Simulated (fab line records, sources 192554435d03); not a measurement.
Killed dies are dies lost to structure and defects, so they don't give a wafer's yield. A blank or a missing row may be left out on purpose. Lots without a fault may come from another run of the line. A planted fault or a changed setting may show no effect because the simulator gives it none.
fab line records | flow n5_finfet | part 2 of 2: steps 28 to 33 of 33
record lots=5 wafers=15 last_day=18
route steps=1938 shown DUMMY_GATE@213
lots that met no fault: from a run of the same line without faults
start_h: hours from the record's first day to the start of the lot's first wafer shown | wait_h: hours since the lot's step before | " the same as in the row above | L1.1+2: a row that stands for several wafers | - no value, or no start given | * or withheld: withheld | < > ~ a bound
route shown NAME@n: a module of which the file shows steps, and the number in the route of the first | usual: mean/standard deviation of fault-free wafers | same: alike in all rows | chamber/n: place in a boat | sites: the reading at each site | _std_site: their standard deviation | _edge_site: outer sites' mean less inner sites' | radius_mm: how far each site lies from the wafer's centre | mask NAME#n: copy n | behind: the tool/chamber that last shaped the wafer | hold: why the lot was held/for how many hours/how that ended | device: the transistor (n, p or np) that didn't switch | end of line: the same wafers' tests at the end of the route | a step without rows: its recipe alone | killed: dies lost to structure and defects at the first sort, not the wafer's yield | map: a wafer's dies, x killed, . not, _ none there
set.NAME: the setting as run; set.NAME@STEP: as run at that earlier step | model.NAME: the simulator's own value behind a step, which no gauge read
lots at some steps of the route; a table a step, a row a wafer
services: from which hour (start_h, from the record's first day; less than 0 if before it) a tool's chamber was out of use, for how many hours, and why
## steps
# step N5_DUMMY_GATE_TRIM_49
# recipe chemistry=O2 resist=SOC time_s=29 target_cd_nm=14 source_power_w=300 bias_power_w=0 O2_flow_sccm=100 temp_c=20
# usual drypump_motor_current_A=5.7/0.43 oes_product_au=1.005/0.0074 throttle_valve_pct=8.13/0.18
# columns lot.wafer tool chamber start_h wait_h drypump_motor_current_A oes_product_au rf_hours_counter_h throttle_valve_pct
L074.2 rie_si-03 3 50.71 0.0 6.2 0.996 68 7.92
L074.3 " 0 " " 5.8 1.004 1 8.02
L074.4 " 1 " " 5.5 0.994 160 8.33
L078.1 rie_si-02 3 74.47 0.0 6.1 1.003 60 8.00
L078.2 " 1 " " 5.5 1.007 6 7.97
L078.6 " 0 " " 5.1 1.005 - 8.40
L085.1 rie_si-03 2 116.21 0.0 5.9 0.985 183 8.20
L085.4 " 1 " " 5.5 1.009 161 8.33
L085.5 " 3 " " 6.2 1.006 - 7.93
L092.1 rie_si-02 3 155.72 0.0 6.1 1.005 61 8.01
L092.2 " 2 " " 6.3 1.025 178 8.20
L092.5 " 2 " " 6.3 1.014 - 8.18
L094.3 rie_si-03 1 166.22 0.0 5.5 1.000 162 8.33
L094.4 " 3 " " 6.2 0.998 70 7.93
L094.6 " 2 " " 5.9 0.983 - 8.20
# step N5_DUMMY_GATE_STRIP_40
# recipe chemistry=CF4 resist=SiARC power_w=300 bias_power_w=75 pressure_mtorr=50 cf4_flow_sccm=150 rf_frequency_hz=6e+07
# usual drypump_motor_current_A=5.9/0.35 oes_product_au=0.79/0.093 rf_vpp_V=271.0/1.5 showerhead_plenum_p_Torr=1.79/0.059 throttle_valve_pct=13.58/0.25
# columns lot.wafer tool chamber start_h wait_h drypump_motor_current_A oes_product_au rf_hours_counter_h rf_vpp_V showerhead_plenum_p_Torr throttle_valve_pct
L074.2 rie_diel-02 3 50.81 0.1 5.9 0.68 247 271.8 1.84 13.91
L074.3 " 2 " " 5.2 0.67 248 271.5 1.83 13.88
L074.4 " 3 " " 5.9 0.68 - 271.4 1.84 13.92
L078.1 rie_diel-02 0 74.57 0.1 6.5 0.72 187 271.0 1.72 13.70
L078.2 " 1 " " 5.9 0.77 113 270.3 1.80 13.69
L078.6 " 0 " " 6.5 0.73 - 269.5 1.72 13.73
L085.1 rie_diel-04 3 116.31 0.1 5.4 0.85 35 270.7 1.83 13.19
L085.4 " 1 " " 5.8 0.69 - 271.9 1.78 13.79
L085.5 " 0 " " 6.4 0.69 - 269.6 1.70 13.89
L092.1 rie_diel-02 1 155.82 0.1 5.9 0.75 141 271.9 1.80 13.74
L092.2 " 0 " " 6.5 0.71 214 269.9 1.71 13.77
L092.5 " 0 " " 6.5 0.71 - 270.0 1.71 13.77
L094.3 rie_diel-06 1 166.32 0.1 5.9 0.69 245 268.6 1.71 13.91
L094.4 " 2 " " 6.0 0.74 127 273.1 1.87 13.32
L094.6 " 1 " " 5.9 0.68 - 268.9 1.71 13.89
# step N5_DUMMY_GATE_CD_MEAS_50
# recipe target_cd_nm=14
# usual cd_nm=14.0/0.38
# columns lot.wafer tool chamber start_h wait_h cd_nm
L074.2 cd_sem-03 - 50.86 0.0 13.5
L074.3 " - " " 14.5
L074.4 " - " " 14.2
L078.1 cd_sem-02 - 74.62 0.0 13.7
L078.2 " - " " 14.3
L078.6 " - " " 13.8
L085.1 cd_sem-03 - 116.36 0.0 13.9
L085.4 " - " " 14.0
L085.5 " - " " 13.8
L092.1 cd_sem-03 - 155.87 0.0 14.1
L092.2 " - " " 13.9
L092.5 " - " " 14.1
L094.3 cd_sem-02 - 166.37 0.0 13.5
L094.4 " - " " 13.6
L094.6 " - " " 13.8
# step N5_DUMMY_GATE_ETCH_31
# recipe chemistry=C4F6/O2 target=SiO2 mask_material=SOC target_depth_a=825 time_s=27.5 ion_energy_ev=250 pressure_mtorr=30 source_w=345 bias_w=185 Ar_flow_sccm=300 C4F6_flow_sccm=10 O2_flow_sccm=10
# usual drypump_motor_current_A=5.9/0.36 oes_product_au=0.80/0.098 rf_vpp_V=668/10 showerhead_plenum_p_Torr=2.84/0.099 throttle_valve_pct=21.21/0.23
# columns lot.wafer tool chamber start_h wait_h drypump_motor_current_A oes_product_au rf_hours_counter_h rf_vpp_V showerhead_plenum_p_Torr throttle_valve_pct
L074.2 rie_diel-04 2 50.91 0.0 5.4 0.78 115 690 3.00 21.31
L074.3 " 3 " " 5.4 0.94 13 666 2.93 20.91
L074.4 " 0 " " 6.3 0.71 207 679 2.71 21.37
L078.1 rie_diel-04 2 74.67 0.0 5.4 0.77 122 691 2.99 21.34
L078.2 " 1 " " 5.8 0.71 202 651 2.84 21.41
L078.6 " 3 " " 5.4 0.93 - 666 2.93 20.92
L085.1 rie_diel-02 0 116.41 0.0 6.6 0.72 201 670 2.72 21.27
L085.4 " 1 " " 5.9 0.75 128 673 2.86 21.38
L085.5 " 1 " " 5.9 0.76 - 675 2.86 21.37
L092.1 rie_diel-02 0 155.92 0.0 6.5 0.71 214 669 2.71 21.26
L092.2 " 3 " " 5.9 0.90 27 643 2.92 21.15
L092.5 " 2 " " 5.3 0.93 - 675 2.91 21.13
L094.3 rie_diel-04 0 166.42 0.0 6.3 0.68 249 678 2.69 21.42
L094.4 " 1 " " 5.8 0.67 - 650 2.83 21.47
L094.6 " 3 " " 5.4 0.85 - 666 2.91 20.97
# step N5_DUMMY_GATE_STRIP_41
# recipe chemistry=O2 power_w=400 temp_c=40 pressure_mtorr=30 rf_frequency_hz=6e+07 bias_power_w=0 overash_fraction=0.3 o2_flow_sccm=225
# usual drypump_motor_current_A=5.9/0.36 oes_product_au=0.80/0.1 rf_vpp_V=3.7/0.49 showerhead_plenum_p_Torr=2.09/0.085 throttle_valve_pct=16.68/0.21
# same overash_fraction=0.3
# columns lot.wafer tool chamber start_h wait_h drypump_motor_current_A oes_product_au rf_hours_counter_h rf_vpp_V showerhead_plenum_p_Torr throttle_valve_pct
L074.2 rie_diel-04 2 50.95 0.0 5.4 0.78 115 3.9 2.22 16.85
L074.3 " 3 " " 5.4 0.94 13 4.1 2.15 16.27
L074.4 " 0 " " 6.3 0.71 207 3.4 2.01 17.04
L078.1 rie_diel-04 2 74.72 0.0 5.4 0.77 122 4.3 2.22 16.85
L078.2 " 1 " " 5.8 0.69 202 3.7 2.07 16.78
L078.6 " 3 " " 5.4 0.92 - 4.6 2.15 16.27
L085.1 rie_diel-02 0 116.46 0.0 6.6 0.72 201 3.3 1.98 16.68
L085.4 " 1 " " 5.9 0.76 128 3.6 2.10 16.81
L085.5 " 1 " " 5.9 0.76 - 3.4 2.10 16.82
L092.1 rie_diel-02 0 155.97 0.0 6.5 0.71 214 3.8 1.97 16.70
L092.2 " 3 " " 5.9 0.91 27 3.9 2.16 16.60
L092.5 " 2 " " 5.3 0.95 - 3.7 2.14 16.54
L094.3 rie_diel-04 0 166.46 0.0 6.3 0.68 249 3.2 1.99 17.11
L094.4 " 1 " " 5.8 0.67 - 4.3 2.06 16.86
L094.6 " 3 " " 5.4 0.85 - 3.2 2.13 16.35
# step N5_DUMMY_GATE_HM_OPEN_21
# recipe chemistry=CH3F/O2 target=SiNx target_depth_a=1200 Ar_flow_sccm=150 CH3F_flow_sccm=30 O2_flow_sccm=23 time_s=171.4 pressure_mtorr=30 source_w=395 bias_w=73 ion_energy_ev=120.7
# usual drypump_motor_current_A=5.9/0.36 oes_product_au=0.79/0.098 rf_vpp_V=300/4.7 showerhead_plenum_p_Torr=2.02/0.074 throttle_valve_pct=16.49/0.22
# columns lot.wafer tool chamber start_h wait_h drypump_motor_current_A oes_product_au rf_hours_counter_h rf_vpp_V showerhead_plenum_p_Torr throttle_valve_pct
L074.2 rie_diel-04 2 50.99 0.0 5.4 0.78 115 311 2.13 16.60
L074.3 " 3 " " 5.4 0.94 13 300 2.08 16.11
L074.4 " 0 " " 6.3 0.71 207 305 1.92 16.75
L078.1 rie_diel-04 2 74.76 0.0 5.4 0.77 122 311 2.13 16.60
L078.2 " 1 " " 5.8 0.70 203 293 2.01 16.69
L078.6 " 3 " " 5.4 0.92 - 298 2.08 16.12
L085.1 rie_diel-02 0 116.50 0.0 6.6 0.71 201 300 1.92 16.57
L085.4 " 1 " " 5.9 0.76 128 302 2.03 16.61
L085.5 " 1 " " 5.9 0.75 - 304 2.03 16.63
L092.1 rie_diel-02 0 156.01 0.0 6.5 0.71 214 299 1.92 16.59
L092.2 " 3 " " 5.9 0.90 27 290 2.08 16.39
L092.5 " 2 " " 5.3 0.93 - 303 2.07 16.36
L094.3 rie_diel-04 0 166.50 0.0 6.3 0.67 249 305 1.91 16.81
L094.4 " 1 " " 5.8 0.67 - 292 2.00 16.75
L094.6 " 3 " " 5.4 0.86 - 299 2.07 16.19
## services
# columns tool chamber start_h hours kind
euv_scanner-02 - 27.33 0.3 repair
euv_scanner-02 - 35.03 1.0 pm
euv_scanner-02 - 36.04 12.0 pm
ald_sin-04 - 43.04 0.9 repair
rie_diel-02 0 50.13 6.4 repair
ald_sin-04 2 50.29 8.1 repair
rie_diel-02 2 52.59 7.0 repair
euv_scanner-01 - 65.37 1.0 pm
rie_si-02 2 73.06 6.0 repair
euv_scanner-01 - 74.52 4.6 pm
wet_bench-03 - 79.55 2.1 repair
cmp-04 - 82.16 0.4 repair
ald_sin-03 - 87.38 14.0 pm
wet_bench-04 - 91.76 2.0 repair
rie_diel-04 2 96.92 132.0 repair
cmp-04 - 104.34 7.8 pm
rie_si-02 - 116.96 0.6 repair
euv_scanner-01 - 120.86 0.4 repair
euv_scanner-01 - 121.52 1.0 pm
rie_si-03 3 124.66 11.5 repair
lpcvd-01 - 130.17 2.8 pm
euv_scanner-01 - 135.57 3.6 repair
euv_scanner-01 - 147.96 1.3 repair
rie_diel-02 2 161.44 8.3 repair
